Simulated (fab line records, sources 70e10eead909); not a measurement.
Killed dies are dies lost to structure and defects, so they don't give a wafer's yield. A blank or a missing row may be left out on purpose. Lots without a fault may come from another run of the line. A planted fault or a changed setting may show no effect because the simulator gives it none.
Which tool did it? | flow nand_harc | 6 lots, 18 wafers sampled, at 4 steps of a route of 1302

WHAT THE GAUGES READ, wafer by wafer
NHARC_END_SORT_01.
lot  | measured     | on        | killed_at_other
L844 | day 28 01:27 | prober-01 | 6 5 3
L856 | day 33 03:50 | prober-02 | 0 1 0
L857 | day 33 03:00 | prober-01 | 2 0 0
L859 | day 34 15:03 | prober-02 | 0 1 0

WHICH TOOL RAN EACH LOT (tool, then ch and the chambers of the sampled wafers, then the start)
lot  | NHARC_P_M1_DEGAS_29          | NHARC_P_M1_ECD_22              | NHARC_P_M1_CMP_23
L837 | pvd_sputter-01, day 6 20:23  | ecd_cu-02 ch 0,1, day 6 20:44  | cmp-01 ch 0,1,2, day 6 21:28
L844 | pvd_sputter-01, day 9 19:01  | ecd_cu-02 ch 0,1, day 9 19:24  | cmp-01 ch 0,1,2, day 9 20:09
L853 | pvd_sputter-03, day 13 10:16 | ecd_cu-01 ch 0,1, day 13 10:38 | cmp-01 ch 1,2,3, day 13 11:22
L856 | pvd_sputter-01, day 14 08:11 | ecd_cu-02 ch 0,1, day 14 08:36 | cmp-02 ch 0,1,2, day 14 09:16
L857 | pvd_sputter-01, day 14 20:29 | ecd_cu-02 ch 0,1, day 14 20:50 | cmp-01 ch 0,1,3, day 14 21:33
L859 | pvd_sputter-01, day 15 23:00 | ecd_cu-02 ch 0,1, day 15 23:22 | cmp-01 ch 1,2, day 16 00:05
- NHARC_P_M1_DEGAS_29: time 60 s.
- NHARC_P_M1_ECD_22: material Cu, target thk 400 nm.
- NHARC_P_M1_CMP_23: polishes, t overpolish 20 s, target thk 157.82 nm.

THE ANSWER, worked out from the rows above alone
Rule: what is usual is taken from the lots themselves. Put in order of their means at a reading, lots are off if they are a third of the lots or fewer, leave a main group of 4 or more, and stand apart from it by a gap of 3 or more times the standard deviation of the main group's means; of several such gaps the widest counts. A main group whose means are all the same, to the digits that the tables above print for the reading, isn't used. A lot without any number at a reading at which 4 lots or more have one is off too. The other lots that the step has rows for count as sound.
No lot is off at any reading shown: from this, nothing can be told.

WHAT THE SIMULATOR HAD PUT IN
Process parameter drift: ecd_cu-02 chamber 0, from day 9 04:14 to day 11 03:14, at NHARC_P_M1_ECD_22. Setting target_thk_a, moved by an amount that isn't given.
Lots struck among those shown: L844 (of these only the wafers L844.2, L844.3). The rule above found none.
